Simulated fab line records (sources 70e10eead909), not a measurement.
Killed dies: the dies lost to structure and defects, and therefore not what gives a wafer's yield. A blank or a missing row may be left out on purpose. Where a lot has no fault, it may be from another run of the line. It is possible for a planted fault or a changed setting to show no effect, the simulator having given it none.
Chamber matching | flow nandHarc | 4 sister chambers for NHARC_P_M1_CMP_23 on cmp-03
The step polishes, t overpolish 20 s, target thk 157.82 nm. 18 wafers are shown with their chamber, then 9 later ones without.

## EACH WAFER AND ITS CHAMBER
wafer  | chamber | motorCurrentA (A) | timeToEndpointS (s)
L074.2 | 2       | 12.9              | 28.9
L074.4 | 1       | 11.1              | 26.3
L074.5 | 0       | 11.5              | 27.0
L076.1 | 0       | 11.1              | 26.3
L076.2 | 3       | 11.8              | 28.7
L076.4 | 2       | 13.1              | 29.3
L081.1 | 2       | 12.6              | 29.5
L081.5 | 0       | 10.7              | 27.5
L081.6 | 1       | 10.8              | 26.7
L083.1 | 3       | 12.2              | 32.6
L083.4 | 2       | 12.3              | 30.7
L083.6 | 0       | 10.5              | 31.0
L086.2 | 2       | 12.6              | 28.6
L086.3 | 3       | 11.7              | 26.2
L086.6 | 1       | 10.9              | 25.0
L087.3 | 1       | 11.1              | 25.9
L087.5 | 0       | 11.0              | 25.9
L087.6 | 1       | 11.4              | 27.2

SIGNATURES (averages over the wafers above)
reading         | chamber 0 | chamber 1 | chamber 2 | chamber 3 | scatter within a chamber
motorCurrentA   | 10.960    | 11.060    | 12.700    | 11.900    | 0.308
timeToEndpointS | 27.540    | 26.220    | 29.400    | 29.167    | 1.75
Rule: distance of a wafer from a chamber = root of the sum over the readings of ((wafer's reading minus chamber's mean) / reading's scatter) squared. If the next closest chamber is less than 2 further off than the closest, the wafer can't be placed; otherwise it belongs to the closest. The scatter is the square root of a quotient: the sum, over the shown wafers, of each reading's squared deviation from its chamber's mean, divided by wafers minus chambers.

## WAFERS WITHOUT THEIR CHAMBER
wafer  | motorCurrentA (A) | timeToEndpointS (s)
L090.1 | 12.2              | 27.1
L090.2 | 10.4              | 24.2
L090.6 | 10.8              | 24.0
L093.2 | 11.2              | 28.5
L093.3 | 12.2              | 30.4
L093.4 | 10.3              | 27.1
L095.1 | 11.9              | 31.6
L095.2 | 10.5              | 31.0
L095.5 | 11.5              | 35.6

## WHICH CHAMBER EACH ONE RAN IN
wafer  | from the rows above               | in truth
L090.1 | can't be placed: 3 or 2           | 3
L090.2 | can't be placed: 1 or 0           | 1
L090.6 | can't be placed: 1 or 0           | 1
L093.2 | can't be placed: 0 or 1 or 3      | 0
L093.3 | can't be placed: 3 or 2           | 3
L093.4 | can't be placed: 0 or 1           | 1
L095.1 | can't be placed: 3 or 2           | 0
L095.2 | can't be placed: 0 or 1           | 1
L095.5 | can't be placed: 3 or 0 or 2 or 1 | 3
Placed correctly: 0 of 9. Not placeable from these rows: 9 (in 8, the candidates include the true chamber). Placed wrongly: 0.
